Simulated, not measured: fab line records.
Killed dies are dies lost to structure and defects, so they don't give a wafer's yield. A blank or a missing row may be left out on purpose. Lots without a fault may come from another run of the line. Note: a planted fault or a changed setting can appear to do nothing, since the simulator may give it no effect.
fab line records	flow n5Finfet
record lots=8	wafers=22	lastDay=19
route steps=1938 shown FIN_SAQP@129 BEOL_M4@1111 PASSIVATION@1936
lots with no fault: from the same line, run without faults
startH: hours from the record's opening day to when the first of the lot's shown wafers began	waitH: hours elapsed since this lot's preceding step	" the same as in the row above	L1.1+2: a row that stands for several wafers	- no value, or no start was given	* or withheld: withheld	< > ~ a bound
route shown NAME@n: a module of which the file shows steps, and the number in the route of the first	usual: average and standard deviation across the fault-free wafers	same: alike in all rows	chamber/n: place in a boat	sites: readings site by site	_std_site: the standard deviation of these	_edge_site: the outer-site mean with the inner-site mean subtracted	radiusMm: for every site, how far away it sits from the centre of the wafer	mask NAME#n: copy n	behind: the most recent tool/chamber to have shaped the wafer	hold: cause of the lot's hold/its duration in hours/its outcome	device: the n, p or np transistor that did not switch	end of line: tests run on the same wafers once the route is complete	a step given without rows: its recipe and nothing more	killed: dies lost to structure and defects at the first sort, not the wafer's yield	map: the dies of a wafer, with x for killed, . for not killed, _ for no die there
set.NAME: the setting that was run; set.NAME@STEP: the one run at that earlier step	model.NAME: the simulator's own value behind a step, which no gauge read
steps of the route over a sample of lots; a table a step, a row a wafer
services: a tool's chamber out of use, with start hour (startH, from the record's first day; less than 0 if before it), hours out, and reason
## steps
# step N5_FIN_SAQP_ETCH_57
# recipe chemistry=CH3F/O2	target=SiNx	maskMaterial=SiO2	targetDepthA=325	timeS=46.4	pressureMtorr=30	sourceW=395	biasW=73	Ar_flow_sccm=150	CH3F_flow_sccm=30	O2_flow_sccm=20	ionEnergyEv=120	ends=cleared
# usual drypumpMotorCurrentA=5.6/0.46	etchRfOnTimeS=46.1/0.93	oesProductAu=0.68/0.06	rfVppV=302/7.5	showerheadPlenumPTorr=2.01/0.074	throttleValvePct=16.28/0.2
lot.wafer	tool	chamber	startH	waitH	drypumpMotorCurrentA	etchRfOnTimeS	oesProductAu	rfHoursCounterH	rfVppV	showerheadPlenumPTorr	throttleValvePct
L519.2	rieDiel-05	0	25.00	0.0	6.4	45.1	0.68	110	294	1.93	16.26
L519.3	"	2	"	"	5.2	44.1	0.60	235	292	1.88	16.27
L519.6	"	1	"	"	5.2	44.9	0.62	-	309	2.09	16.71
L522.1	rieDiel-04	2	42.67	0.1	5.8	45.3	0.74	42	303	2.04	16.35
L522.5	"	0	"	"	4.7	45.6	0.77	-	311	2.04	16.02
L522.6	"	1	"	"	5.9	45.6	0.66	-	310	2.08	16.03
L523.1	rieDiel-06	1	48.57	0.0	5.8	46.4	0.69	95	308	1.94	16.33
L523.3	"	3	"	"	6.0	45.4	0.72	73	294	2.11	16.33
L523.6	"	1	"	"	5.8	47.3	0.69	-	309	1.94	16.34
L528.3	rieDiel-06	2	78.17	0.1	4.9	46.7	0.61	202	302	1.97	15.99
L528.5	"	2	"	"	4.9	47.5	0.60	-	303	1.97	16.01
L528.6	"	1	"	"	5.8	46.2	0.69	-	309	1.94	16.36
L532.1	rieDiel-06	2	101.85	0.1	5.0	46.6	0.60	212	304	1.97	16.03
L532.2	"	1	"	"	5.8	46.5	0.67	115	307	1.94	16.38
L532.3	"	0	"	"	5.8	45.2	0.85	1	288	2.14	16.26
L533.1	rieDiel-04	0	108.70	0.0	4.8	45.1	0.74	52	311	2.03	16.06
L533.4	"	0	"	"	4.7	46.2	0.74	-	310	2.03	16.05
L533.6	"	2	"	"	5.8	45.4	0.72	-	305	2.04	16.40
L536.2	rieDiel-06	1	127.54	0.0	5.8	47.2	0.66	125	309	1.93	16.39
L536.4	"	2	"	"	4.9	48.3	0.59	222	304	1.97	16.03
L542.2	rieDiel-04	3	164.91	0.2	5.8	43.6	0.67	148	297	1.92	16.50
L542.3	"	1	"	"	5.9	44.6	0.64	168	310	2.07	16.09
# step N5_FIN_SAQP_CD_MEAS_31
# recipe targetCdNm=8	landingEnergyEv=1000	detector=seInlens	polarity=line
# usual cdNm=8.12/0.24
lot.wafer	tool	chamber	startH	waitH	cdNm
L519.2	cdSem-01	0	26.50	0.1	8.01
L519.3	"	0	"	"	8.38
L519.6	"	0	"	"	8.37
L522.1	cdSem-01	0	44.17	0.1	8.06
L522.5	"	0	"	"	8.34
L522.6	"	0	"	"	8.65
L523.1	cdSem-01	0	50.09	0.1	8.20
L523.3	"	0	"	"	8.26
L523.6	"	0	"	"	7.70
L528.3	cdSem-02	0	79.69	0.1	8.22
L528.5	"	0	"	"	7.99
L528.6	"	0	"	"	8.05
L532.1	cdSem-03	0	103.46	0.1	8.29
L532.2	"	0	"	"	7.72
L532.3	"	0	"	"	8.06
L533.1	cdSem-01	0	110.31	0.1	8.37
L533.4	"	0	"	"	8.26
L533.6	"	0	"	"	8.42
L536.2	cdSem-02	0	129.04	0.1	8.36
L536.4	"	0	"	"	8.37
L542.2	cdSem-02	0	166.54	0.1	7.90
L542.3	"	0	"	"	8.32
# step N5_FIN_SAQP_HM_OPEN_33
# recipe chemistry=CH3F/O2	target=SiNx	maskMaterial=SiO2	targetDepthA=494	timeS=70.6	pressureMtorr=30	sourceW=395	biasW=73	Ar_flow_sccm=150	CH3F_flow_sccm=30	O2_flow_sccm=20	ionEnergyEv=120	ends=cleared
# usual CH3F_flow_sccm=30.01/0.093	O2_flow_sccm=20.00/0.064	drypumpMotorCurrentA=5.6/0.47	etchRfOnTimeS=68.9/1.5	oesProductAu=0.68/0.067	rfVppV=301/7.3	showerheadPlenumPTorr=2.01/0.075	throttleValvePct=16.33/0.24
lot.wafer	tool	chamber	startH	waitH	CH3F_flow_sccm	O2_flow_sccm	drypumpMotorCurrentA	etchRfOnTimeS	oesProductAu	rfHoursCounterH	rfVppV	showerheadPlenumPTorr	throttleValvePct
L519.2	rieDiel-04	2	26.55	0.0	30.00	20.17	5.8	67.4	0.76	36	304	2.05	16.35
L519.3	"	3	"	"	30.07	19.96	5.8	68.2	0.70	99	297	1.93	16.42
L519.6	"	3	"	"	30.10	19.94	5.8	67.8	0.72	-	298	1.93	16.41
L522.1	rieDiel-06	0	44.37	0.2	30.13	19.97	5.8	70.0	0.59	243	284	1.89	16.77
L522.5	"	3	"	"	30.10	19.92	6.0	68.4	0.72	-	293	2.11	16.32
L522.6	"	2	"	"	29.90	20.03	4.9	71.0	0.62	-	303	1.98	15.97
L523.1	rieDiel-05	0	50.14	0.0	29.99	20.01	6.4	69.3	0.67	119	293	1.93	16.25
L523.3	"	2	"	"	29.87	20.04	5.2	68.1	0.59	243	291	1.88	16.28
L523.6	"	2	"	"	29.95	20.06	5.2	68.6	0.59	-	291	1.88	16.30
L528.3	rieDiel-04	2	79.73	0.0	30.04	19.91	5.8	66.9	0.73	54	304	2.04	16.37
L528.5	"	0	"	"	30.08	19.96	4.8	67.8	0.74	-	311	2.04	16.03
L528.6	"	2	"	"	29.96	19.89	5.8	68.7	0.72	-	306	2.04	16.39
L532.1	rieDiel-05	3	103.51	0.0	-	-	-	-	-	-	-	-	-
L532.2	"	1	"	"	-	-	-	-	-	-	-	-	-
L532.3	"	0	"	"	-	-	-	-	-	-	-	-	-
L533.1	rieDiel-04	0	110.60	0.3	-	-	-	-	-	-	-	-	-
L533.4	"	2	"	"	-	-	-	-	-	-	-	-	-
L533.6	"	3	"	"	-	-	-	-	-	-	-	-	-
L536.2	rieDiel-06	0	129.09	0.0	29.89	19.90	5.8	67.3	0.81	11	289	2.14	16.29
L536.4	"	1	"	"	29.93	19.93	5.8	70.9	0.66	126	309	1.93	16.38
L542.2	rieDiel-05	1	166.66	0.1	30.07	20.07	5.1	67.5	0.60	244	307	2.07	16.81
L542.3	"	2	"	"	30.08	20.01	5.2	69.0	0.80	12	295	2.12	15.85
# step N5_FIN_SAQP_ETCH_34
# recipe chemistry=C4F6/O2	target=SiO2	targetDepthA=450	timeS=15	ionEnergyEv=250	pressureMtorr=30	sourceW=345	biasW=185	Ar_flow_sccm=300	C4F6_flow_sccm=10	O2_flow_sccm=10	ends=cleared
# usual drypumpMotorCurrentA=5.6/0.47	etchRfOnTimeS=14.93/0.24	oesProductAu=0.68/0.068	rfVppV=673/17	showerheadPlenumPTorr=2.86/0.1	throttleValvePct=21.05/0.26
lot.wafer	tool	chamber	startH	waitH	drypumpMotorCurrentA	etchRfOnTimeS	oesProductAu	rfHoursCounterH	rfVppV	showerheadPlenumPTorr	throttleValvePct
L519.2	rieDiel-04	2	26.62	0.0	5.8	14.65	0.75	36	681	2.91	21.13
L519.3	"	3	"	"	5.8	14.69	0.71	99	665	2.76	21.16
L519.6	"	3	"	"	5.8	14.66	0.71	-	664	2.76	21.18
L522.1	rieDiel-06	0	44.44	0.0	5.8	15.25	0.58	243	632	2.70	21.49
L522.5	"	3	"	"	6.0	14.75	0.72	-	658	3.00	21.10
L522.6	"	2	"	"	5.0	14.95	0.61	-	680	2.81	20.58
L523.1	rieDiel-05	0	50.21	0.0	6.5	15.26	0.66	119	659	2.76	20.99
L523.3	"	2	"	"	5.2	15.15	0.59	243	650	2.68	20.90
L523.6	"	2	"	"	5.2	15.10	0.58	-	650	2.68	20.91
L528.3	rieDiel-04	2	79.80	0.0	5.8	14.49	0.73	54	681	2.90	21.17
L528.5	"	0	"	"	4.8	14.78	0.75	-	696	2.90	20.82
L528.6	"	2	"	"	5.8	14.62	0.73	-	681	2.90	21.16
L532.1	rieDiel-05	3	103.58	0.0	5.6	37.51	0.27	194	670	2.91	20.91
L532.2	"	1	"	"	5.1	37.50	0.27	220	691	2.95	21.18
L532.3	"	0	"	"	6.4	37.49	0.30	138	657	2.75	20.70
L533.1	rieDiel-04	0	110.67	0.0	4.8	37.50	0.32	53	696	2.89	20.51
L533.4	"	2	"	"	5.8	37.49	0.31	-	681	2.89	20.85
L533.6	"	3	"	"	5.8	37.49	0.29	-	664	2.74	20.88
L536.2	rieDiel-06	0	129.16	0.0	5.8	14.75	0.82	11	644	3.04	21.09
L536.4	"	1	"	"	5.8	15.01	0.67	126	689	2.76	21.13
L542.2	rieDiel-05	1	166.73	0.0	5.1	14.78	0.60	244	690	2.94	21.55
L542.3	"	2	"	"	5.2	14.59	0.82	12	662	3.01	20.57
# step N5_FIN_SAQP_HM_CD_35
# recipe targetCdNm=8	polarity=line
# usual cdNm=8.20/0.26
lot.wafer	tool	chamber	startH	waitH	cdNm
L519.2	cdSem-03	-	26.76	0.1	8.39
L519.3	"	-	"	"	8.59
L519.6	"	-	"	"	8.31
L522.1	cdSem-02	-	44.59	0.1	8.01
L522.5	"	-	"	"	7.98
L522.6	"	-	"	"	8.99
L523.1	cdSem-01	-	50.36	0.1	7.62
L523.3	"	-	"	"	8.14
L523.6	"	-	"	"	7.90
L528.3	cdSem-02	-	79.95	0.1	8.52
L528.5	"	-	"	"	8.08
L528.6	"	-	"	"	7.88
L532.1	cdSem-02	-	103.73	0.1	-
L532.2	"	-	"	"	-
L532.3	"	-	"	"	-
L533.1	cdSem-03	-	110.81	0.1	-
L533.4	"	-	"	"	-
L533.6	"	-	"	"	-
L536.2	cdSem-01	-	129.31	0.1	8.13
L536.4	"	-	"	"	7.99
L542.2	cdSem-01	-	166.88	0.1	7.98
L542.3	"	-	"	"	8.30
# step N5_FIN_SAQP_FIN_ETCH_36
# recipe chemistry=HBr/Cl2/O2	targetDepthA=1200	maskMaterial=SiNx	timeS=50.4	biasW=102	pressureMtorr=10	icpW=800	HBr_flow_sccm=150	Cl2_flow_sccm=80	O2_flow_sccm=12
# usual HBr_flow_sccm=150.1/0.41	drypumpMotorCurrentA=6.0/0.39	oesProductAu=1.005/0.019	throttleValvePct=36.1/0.32
# same timeS=50.4
lot.wafer	tool	chamber	startH	waitH	HBr_flow_sccm	drypumpMotorCurrentA	oesProductAu	rfHoursCounterH	throttleValvePct
L519.2	rieSi-04	0	26.83	0.0	149.7	5.8	1.016	3	36.2
L519.3	"	1	"	"	150.3	5.8	1.009	76	36.2
L519.6	"	0	"	"	149.5	5.8	1.004	-	36.2
L522.1	rieSi-04	3	44.66	0.0	149.8	6.0	0.996	174	35.8
L522.5	"	1	"	"	150.5	5.7	0.992	-	36.2
L522.6	"	0	"	"	150.3	5.8	0.985	-	36.2
L523.1	rieSi-04	3	50.43	0.0	149.8	6.0	1.013	174	35.8
L523.3	"	0	"	"	149.4	5.8	1.000	4	36.2
L523.6	"	0	"	"	150.0	5.8	0.997	-	36.2
L528.3	rieSi-05	0	80.02	0.0	150.4	6.7	0.998	43	36.7
L528.5	"	3	"	"	150.0	6.5	0.994	-	36.0
L528.6	"	2	"	"	149.3	6.5	0.982	-	35.6
L532.1	rieSi-04	1	103.80	0.0	150.6	5.8	1.005	77	36.2
L532.2	"	3	"	"	150.3	6.1	1.004	175	35.8
L532.3	"	2	"	"	149.5	5.5	1.024	19	35.9
L533.1	rieSi-04	2	110.88	0.0	149.4	5.5	1.029	19	35.9
L533.4	"	1	"	"	150.8	5.8	0.999	78	36.2
L533.6	"	0	"	"	149.9	5.8	0.982	-	36.2
L536.2	rieSi-05	1	129.37	0.0	149.7	5.7	1.044	60	35.8
L536.4	"	2	"	"	150.4	6.5	0.994	-	35.6
L542.2	rieSi-04	0	166.94	0.0	149.3	5.8	0.998	6	36.2
L542.3	"	1	"	"	150.5	5.7	1.019	78	36.2
# step N5_FIN_SAQP_OCD_MEAS_76
# usual trenchDepthNm=120.6/2.6
lot.wafer	tool	chamber	startH	waitH	trenchDepthNm
L519.2	ocd-01	-	27.05	0.0	122.4
L519.3	"	-	"	"	124.1
L519.6	"	-	"	"	122.8
L522.1	ocd-02	-	44.87	0.0	121.0
L522.5	"	-	"	"	122.1
L522.6	"	-	"	"	118.9
L523.1	ocd-01	-	50.65	0.0	123.2
L523.3	"	-	"	"	121.1
L523.6	"	-	"	"	120.6
L528.3	ocd-02	-	80.24	0.0	118.6
L528.5	"	-	"	"	117.9
L528.6	"	-	"	"	116.5
L532.1	ocd-01	-	104.02	0.0	0.5
L532.2	"	-	"	"	0
L532.3	"	-	"	"	0.1
L533.1	ocd-02	-	111.10	0.0	0
L533.4	"	-	"	"	0
L533.6	"	-	"	"	0
L536.2	ocd-01	-	129.59	0.0	123.1
L536.4	"	-	"	"	117.0
L542.2	ocd-02	-	167.20	0.0	122.4
L542.3	"	-	"	"	125.2
# step N5_BEOL_M4_RC_MEAS_101
# usual DIBL_N=37.2/2.1	DIBL_P=37.3/2.3	IOFF_N=0.18/0.041	IOFF_P=0.24/0.042	ION_N=680/13	ION_P=466/7.7	SS_N=71.8/0.68	SS_P=73.5/0.66	VT_N=249/3.6	VT_P=-248/3.4
lot.wafer	tool	chamber	startH	waitH	DIBL_N[mV/V]	DIBL_P[mV/V]	IOFF_N[nA/um]	IOFF_P[nA/um]	ION_N[uA/um]	ION_P[uA/um]	SS_N[mV/dec]	SS_P[mV/dec]	VT_N[mV]	VT_P[mV]
L519.2	prober-02	0	176.10	0.2	36.9	36.3	0.16	0.22	673	467	71.0	72.9	248	-250
L519.3	"	0	"	"	36.9	36.9	0.16	0.22	670	467	71.6	73.0	247	-248
L519.6	"	0	"	"	37.2	37.8	0.18	0.23	678	466	71.7	73.3	249	-248
L522.1	prober-01	0	193.23	0.0	39.2	39.5	0.23	0.27	705	473	71.8	74.0	243	-247
L522.5	"	0	"	"	38.1	37.7	0.19	0.23	689	468	72.9	73.8	248	-252
L522.6	"	0	"	"	39.9	41.7	0.27	0.32	712	482	72.1	74.1	242	-243
L523.1	prober-02	0	202.25	0.0	37.4	34.9	0.14	0.19	667	458	71.9	73.1	251	-251
L523.3	"	0	"	"	38.0	36.7	0.16	0.21	666	458	71.9	73.1	249	-251
L523.6	"	0	"	"	35.2	31.8	0.11	0.15	652	450	70.9	71.9	257	-256
L528.3	prober-02	0	228.33	0.3	35.3	36.0	0.16	0.26	686	475	72.0	73.8	249	-244
L528.5	"	0	"	"	33.3	34.3	0.13	0.22	670	473	70.9	73.4	250	-246
L528.6	"	0	"	"	36.0	36.6	0.18	0.28	686	477	71.9	73.5	249	-240
L536.2	prober-01	0	305.43	0.2	39.4	40.3	0.22	0.30	684	479	73.5	74.3	247	-246
L536.4	"	0	"	"	39.5	40.7	0.21	0.31	675	470	72.4	74.2	250	-244
L542.2	prober-02	0	336.04	0.2	37.5	36.9	0.18	0.25	675	466	72.0	73.6	251	-249
L542.3	"	0	"	"	38.1	37.8	0.20	0.27	677	463	72.2	74.2	248	-245
# step N5_PASSIVATION_PROBE_49
# usual defectLimitedYield=91.0/1.6	killed_at_M0_to_M3=35/11	killed_at_M4_up=14/5.3	killedAtContacts=13/6.7	killedAtFrontEnd=41/12	killedAtOther=3.9/2.7	killedDies=106/19	killedOnRim=14/4	killedOpen=70/14	killedShort=35/8.8	sort_bin_4_leakage=0.01/0.058	sort_bin_5_function=5.3/1	sort_bin_6_memory=3.3/0.81	sortNPass=1073/19	sortYieldPct=91.0/1.6
# same grossDies=1180	killedAtBackSide=0	sort_bin_8_speed[%]=0
lot.wafer	tool	chamber	startH	waitH	defectLimitedYield[%]	killed_at_M0_to_M3	killed_at_M4_up	killedAtContacts	killedAtFrontEnd	killedAtOther	killedDies	killedOnRim	killedOpen	killedShort	sort_bin_4_leakage[%]	sort_bin_5_function[%]	sort_bin_6_memory[%]	sortNPass	sortYieldPct[%]
L532.1	prober-02	-	358.37	0.0	0	35	24	16	1096	9	1180	152	82	55	0	96.0	3.6	0	0
L532.2	prober-02	-	358.42	0.1	0	54	20	18	1083	5	1180	152	82	52	0	95.9	3.5	0	0
L532.3	prober-02	-	358.47	0.1	0	38	10	15	1112	5	1180	152	77	39	0	96.3	3.4	0	0
L533.1	prober-02	-	370.64	0.0	0	31	8	4	1132	5	1180	152	48	36	0	97.0	2.7	0	0
L533.4	prober-02	-	370.79	0.2	0	38	15	20	1102	5	1180	152	82	33	0	96.1	3.5	0	0
L533.6	prober-02	-	370.89	0.3	0	37	11	8	1114	10	1180	152	78	39	0	95.7	3.6	0	0
# killed by level:class
L532.1 FIN_SAQP:areaOpen=1043 STI_FIN_REVEAL:geometricParticle:open=17 BEOL_M4:geometricParticle:open=14 BEOL_M0_SAQP:geometricParticle:short=12 MOL_CONTACT_COAG:geometricParticle:open=11 FIN_SAQP:geometricParticle:open=10 BEOL_M0_SAQP:geometricParticle:open=9 FIN_SAQP:geometricParticle:short=6
L532.2 FIN_SAQP:areaOpen=1045 MOL_CONTACT_COAG:geometricParticle:open=16 BEOL_M0_SAQP:geometricParticle:short=13 BEOL_M0_SAQP:geometricParticle:open=11 BEOL_M0:geometricParticle:open=11 BEOL_M4:geometricParticle:open=11 FIN_SAQP:geometricParticle:open=10 FIN_SAQP:geometricParticle:short=9
L532.3 FIN_SAQP:areaOpen=1064 FIN_SAQP:geometricParticle:open=17 BEOL_M0_SAQP:geometricParticle:short=12 MOL_CONTACT_COAG:geometricParticle:open=11 FIN_SAQP:geometricParticle:short=9 BEOL_M3:geometricParticle:open=9 BEOL_M4:geometricParticle:open=8 STI_FIN_REVEAL:geometricParticle:open=8
L533.1 FIN_SAQP:areaOpen=1096 BEOL_M0_SAQP:geometricParticle:short=8 STI_FIN_REVEAL:geometricParticle:open=7 FIN_SAQP:geometricParticle:short=6 STI_FIN_REVEAL:geometricParticle:short=6 BEOL_M0_SAQP:geometricParticle:open=6 BEOL_M2:geometricParticle:open=6 FIN_SAQP:geometricParticle:open=4
L533.4 FIN_SAQP:areaOpen=1064 MOL_CONTACT_COAG:geometricParticle:open=15 STI_FIN_REVEAL:geometricParticle:open=10 BEOL_M2:geometricParticle:open=10 BEOL_M1:geometricParticle:open=9 FIN_SAQP:geometricParticle:short=8 FIN_SAQP:geometricParticle:open=7 BEOL_M4:geometricParticle:open=7
L533.6 FIN_SAQP:areaOpen=1061 FIN_SAQP:geometricParticle:open=18 BEOL_M0_SAQP:geometricParticle:open=15 STI_FIN_REVEAL:geometricParticle:open=15 BEOL_M0_SAQP:geometricParticle:short=11 MOL_CONTACT_COAG:geometricParticle:open=7 FIN_SAQP:geometricParticle:short=6 BEOL_M4:geometricParticle:open=5
## services
tool	chamber	startH	hours	kind
rieSi-05	2	4.05	4.9	repair
rieSi-04	2	26.88	1.1	repair
rieDiel-05	-	38.45	3.1	repair
rieDiel-04	1	47.31	3.7	repair
rieDiel-06	0	65.14	-	clean
rieDiel-06	0	65.14	-	consumableReplace:focusRing
rieDiel-06	0	65.14	-	consumableReplace:showerhead
rieDiel-06	0	65.14	31.0	scheduledDown
rieDiel-06	0	65.14	31.0	ventCycle
rieDiel-04	1	72.66	7.5	repair
rieDiel-05	2	89.97	4.8	repair
rieDiel-05	2	95.16	-	clean
rieDiel-05	2	95.16	-	consumableReplace:focusRing
rieDiel-05	2	95.16	-	consumableReplace:showerhead
rieDiel-05	2	95.16	32.9	scheduledDown
rieDiel-05	2	95.16	32.9	ventCycle
rieDiel-04	1	106.99	5.1	repair
rieSi-05	3	116.48	-	clean
rieSi-05	3	116.48	13.3	scheduledDown
rieSi-05	3	116.48	13.3	ventCycle
rieSi-05	2	118.13	4.7	repair
rieDiel-05	0	147.50	7.9	repair
rieDiel-04	2	158.73	9.8	repair
rieSi-05	1	166.62	10.4	repair
## key
firstSign step=N5_FIN_SAQP_HM_OPEN_33	reading=toolRecord	direction=missing
effect step=N5_FIN_SAQP_ETCH_34	reading=etchRfOnTimeS	direction=up	sigmas=93	usual=*	struck=*
effect step=N5_FIN_SAQP_HM_CD_35	reading=cdNm	direction=missing
effect step=N5_FIN_SAQP_OCD_MEAS_76	reading=trenchDepthNm	direction=down	sigmas=47	usual=120.6	struck=0.1
effect step=N5_PASSIVATION_PROBE_49	reading=sort_bin_5_function	direction=up	sigmas=91	usual=5.3	struck=96.2
moreKillsBornAt N5_FIN_SAQP_HM_OPEN_33@rieDiel-04=3221	N5_FIN_SAQP_HM_OPEN_33@rieDiel-05=3152
metAt N5_FIN_SAQP_HM_OPEN_33
struckLots L532,L533
laterRowsLeftOut L532.1,L532.2,L532.3,L533.1,L533.4,L533.6
notActingAt N5_FIN_SAQP_ETCH_57,N5_FIN_SAQP_CD_MEAS_31,N5_FIN_SAQP_FIN_ETCH_36
onsetBetween 79.73 103.51
fault kind=skippedStepWhole	tool=rieDiel-04,rieDiel-05	chamber=-	onsetH=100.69	steps=N5_FIN_SAQP_HM_OPEN_33	scope=struckLotsOnly
# laterRowsLeftOut: the simulator's readings of these wafers behind a module that went badly wrong aren't trusted and aren't shown, but for the sort
